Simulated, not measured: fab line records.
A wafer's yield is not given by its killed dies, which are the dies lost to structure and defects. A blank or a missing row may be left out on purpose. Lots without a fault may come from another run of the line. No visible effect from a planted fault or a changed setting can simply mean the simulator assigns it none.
Split-lot trial	flow n5 finfet	on a route of 1938 steps: 7 lots, 21 wafers read

## THE SPLIT ITSELF
At N5_FIN_SAQP_COAT_50 (time 60 s, resist thk 35 nm), the setting spin rpm was moved away from the recipe's 1500 rpm on 5 of the 21 wafers read, by -8.7% to +6.7%. All remaining wafers had this setting at the recipe value.

## FROM THE SPLIT TO THE READING: what the file shows between them, 4 steps
- N5_FIN_SAQP_COAT_10: resist thk 90 nm
- N5_FIN_SAQP_EBR_12
- N5_FIN_SAQP_DESCUM_21: chemistry O2, time 7.9 s
- N5_FIN_SAQP_ETCH_51: etches SiARC in CF4, target depth 45.5 nm, time 75.8 s

## THE READING
SiARC_of_FIN_SAQP_COAT_50.thk nm (the simulator's own value, which no gauge read), in nm, at N5_FIN_SAQP_ETCH_52 (etches SOC in N2/H2, target depth 100 nm, overetch 20 nm, time 150 s). The file gives no usual value for it. Across the 16 wafers here that went through the recipe, the average is 28.99 nm and the standard deviation 0.26 nm.

wafer	tool, chamber at the split	spin rpm as run, rpm	against the recipe	SiARC_of_FIN_SAQP_COAT_50.thk nm, nm	against lot-mates on the recipe
L074.2	litho track-05, 0	1500	recipe	28.66	-
L074.5	litho track-05, 0	1500	recipe	29.22	-
L074.6	litho track-05, 0	1500	recipe	28.59	-
L076.2	litho track-02, 0	1429	-4.7%	29.93	+0.84
L076.3	litho track-02, 0	1500	recipe	29.02	-
L076.5	litho track-02, 0	1500	recipe	29.15	-
L078.1	litho track-04, 0	1370	-8.7%	30.23	+1.39
L078.2	litho track-04, 0	1500	recipe	29.14	-
L078.6	litho track-04, 0	1500	recipe	28.53	-
L085.4	litho track-04, 0	1600	+6.7%	28.14	-0.90
L085.5	litho track-04, 0	1600	+6.7%	27.87	-1.17
L085.6	litho track-04, 0	1500	recipe	29.04	-
L089.3	litho track-04, 0	1500	recipe	29.39	-
L089.4	litho track-04, 0	1500	recipe	29.02	-
L089.5	litho track-04, 0	1500	recipe	29.33	-
L092.3	litho track-04, 0	1500	recipe	28.68	-
L092.4	litho track-04, 0	1500	recipe	28.97	-
L092.6	litho track-04, 0	1500	recipe	28.82	-
L094.1	litho track-04, 0	1500	recipe	29.34	-
L094.2	litho track-04, 0	1500	recipe	29	-
L094.6	litho track-04, 0	1391	-7.3%	30.61	+1.44

THE FIT
A straight line over all 21 wafers: SiARC_of_FIN_SAQP_COAT_50.thk nm changes by -0.167 nm for each +1% of spin rpm; r = -0.91; the points scatter about the line by 0.27 nm.
The same after taking each lot's own level away (the mean of its wafers on the recipe; 21 wafers): -0.168 nm for each +1%; r = -0.95; scatter 0.19 nm.
On that fit, the largest move of spin rpm shifts the reading by 1.5 nm.
From 28.823 to 29.247 nm: that is the span of the lots' own levels, equal to 1.6 times the standard deviation above.
Hence the lot-to-lot level has little effect on the slope; both slopes agree.
Check: with one of the wafers moved furthest among these (-8.7%) left out of the fit, the line predicts +1.52 nm for it against its lot-mates. It came out at +1.39 nm against them.

## OTHER SPLITS ON THESE WAFERS
Before the reading, these wafers also passed through other splits. Each is held against what the fit with the lots' levels taken away leaves over:
other split on the same wafers	wafers away from the commonest value	r with SiARC_of_FIN_SAQP_COAT_50.thk nm (lot level and that fit taken away)
N5_WELL_APT_PEB_23 peb time s	5	-0.03
N5_WELL_APT_DEVELOP_24 develop time s	5	+0.12
N5_FIN_SAQP_HM_DEP_72 time s	13	-0.19

## THE WHOLE CHAIN: every reading that the file lists as answering this split, in the file's order
step	what it does	reading	change (the file's fit)	r (the file's)
N5_FIN_SAQP_COAT_50	time 60 s, resist thk 35 nm	SiARC_of_FIN_SAQP_COAT_50.thk nm (the simulator's own value, which no gauge read)	-0.183 nm for each +1% of the setting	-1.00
N5_FIN_SAQP_ETCH_51	etches SiARC in CF4, target depth 45.5 nm, time 75.8 s	etch.depth nm (the simulator's own value, which no gauge read)	-0.183 nm for each +1% of the setting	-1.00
N5_FIN_SAQP_ETCH_51	etches SiARC in CF4, target depth 45.5 nm, time 75.8 s	CAR-ArF_of_FIN_SAQP_COAT_10.thk nm (the simulator's own value, which no gauge read)	+0.177 nm for each +1% of the setting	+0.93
N5_FIN_SAQP_ETCH_52	etches SOC in N2/H2, target depth 100 nm, overetch 20 nm, time 150 s	SiARC_of_FIN_SAQP_COAT_50.thk nm (the simulator's own value, which no gauge read)	-0.172 nm for each +1% of the setting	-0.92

## THE FILE'S OWN FIT
SiARC_of_FIN_SAQP_COAT_50.thk nm changes by -0.172 nm for each +1% of spin rpm, r = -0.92.
